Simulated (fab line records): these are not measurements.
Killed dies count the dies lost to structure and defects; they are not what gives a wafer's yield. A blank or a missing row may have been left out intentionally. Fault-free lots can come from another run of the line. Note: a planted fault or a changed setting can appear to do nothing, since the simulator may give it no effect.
Struck lot and sound lot, side by side || flow nand_harc || 17 steps out of a route of 1302
Sound: these wafers, L241.3, L241.5, L241.6. The struck wafers were L250.1, L250.4, L250.6. The cause comes at the end.
Order at every step that has rows: each side's tool, ch and its chambers, its first start. Under that, the readings that differ: sound wafers || struck wafers || difference of the means || sigmas: that difference in standard deviations of wafers without a fault.
alike: same words and numbers on both sides, and readings whose means sit less than 2 such deviations apart. not compared: any withheld reading, any reading some wafer has no value for, any bound like >300 that may hide the same value, and any number with overlapping values for which the record gives no deviation.
A row with sigmas, a row that says differs or no value, or rows on one side alone: a step with any of these is where the two part. Non-overlapping numbers with no deviation appear without sigmas and do not part them. Lack of a reading on every wafer of one side parts them only where that side has two or more wafers.

NHARC_A_STAIRCASE_CMP_472: polishes SiO2.
  sound on cmp-04 ch 0,1,2, day 20 03:10; struck on cmp-02 ch 1,3, day 23 09:51
{"reading": "motor_current_A (A)", "sound": "10.5 13.7 10.4", "struck": "13.9 13.4 13.7", "difference": "+2.1", "sigmas": "+2"}
  alike: retaining_ring_pressure_frac
following that, these wafers have no rows for 1 step: NHARC_A_STAIRCASE_SRD_474.
NHARC_A_STAIRCASE_INSPECT_155:
  sound on defect_inspect-01 at day 20 03:26; struck on defect_inspect-02 at day 23 10:11
  alike: raw_defect_count
NHARC_A_SGD_CUT_DEP_00: deposits SiNx, target thk 50 nm.
  sound on pecvd-01 ch 0,1,2, day 20 03:34; struck on pecvd-01 ch 0,1, day 23 10:17
  alike: heater_power_w
  not compared: since_wet_clean_h
then, 7 steps without rows for these wafers: NHARC_A_SGD_CUT_DEHYDRATE_01 (time 120 s); NHARC_A_SGD_CUT_HMDS_02 (time 30 s); NHARC_A_SGD_CUT_COAT_56 (time 75 s); NHARC_A_SGD_CUT_COAT_57 (time 65 s); NHARC_A_SGD_CUT_COAT_03 (resist thk 90 nm); NHARC_A_SGD_CUT_SOFTBAKE_04 (time 55 s); NHARC_A_SGD_CUT_EBR_05.
NHARC_A_SGD_CUT_EXPOSE_06: exposes mask SGD.
  sound on arfi_scanner-03 ch 0, day 20 04:06; struck on arfi_scanner-03 ch 0, day 23 10:51
{"reading": "exposure_dose_mJ_cm2", "sound": "85.47 85.37 85.36", "struck": "89.16 89.06 89.27", "difference": "+3.76", "sigmas": "+42"}
  alike: mask
then, 2 steps without rows for these wafers: NHARC_A_SGD_CUT_PEB_07 (peb time 65 s); NHARC_A_SGD_CUT_DEVELOP_08 (develop time 35 s).
NHARC_A_SGD_CUT_CD_MEAS_09 targets a cd of 100 nm.
  sound on cd_sem-03 ch 0, day 20 04:14; struck on cd_sem-01 ch 0
{"reading": "cd_nm (nm)", "sound": "99.7 99.8 100.1", "struck": "103.1 102.6 103.2", "difference": "+3.1", "sigmas": "+5"}
  not compared: hold
NHARC_A_SGD_CUT_OVL_MEAS_10:
  sound on overlay-02 at day 20 04:19; struck on overlay-01 at day 23 13:43
{"reading": "hold", "sound": "- - -", "struck": "await_dispo/2.5h/release await_dispo/2.5h/release await_dispo/2.5h/release", "difference": "no value on the sound wafers", "sigmas": ""}
  alike: overlay_x_nm, overlay_y_nm
following that, these wafers have no rows for 1 step: NHARC_END_SORT_01.

## WHERE THEY PART
Last at NHARC_A_SGD_CUT_OVL_MEAS_10 as far as this record goes, first at NHARC_A_STAIRCASE_CMP_472.

WHY: the cause the simulator had injected
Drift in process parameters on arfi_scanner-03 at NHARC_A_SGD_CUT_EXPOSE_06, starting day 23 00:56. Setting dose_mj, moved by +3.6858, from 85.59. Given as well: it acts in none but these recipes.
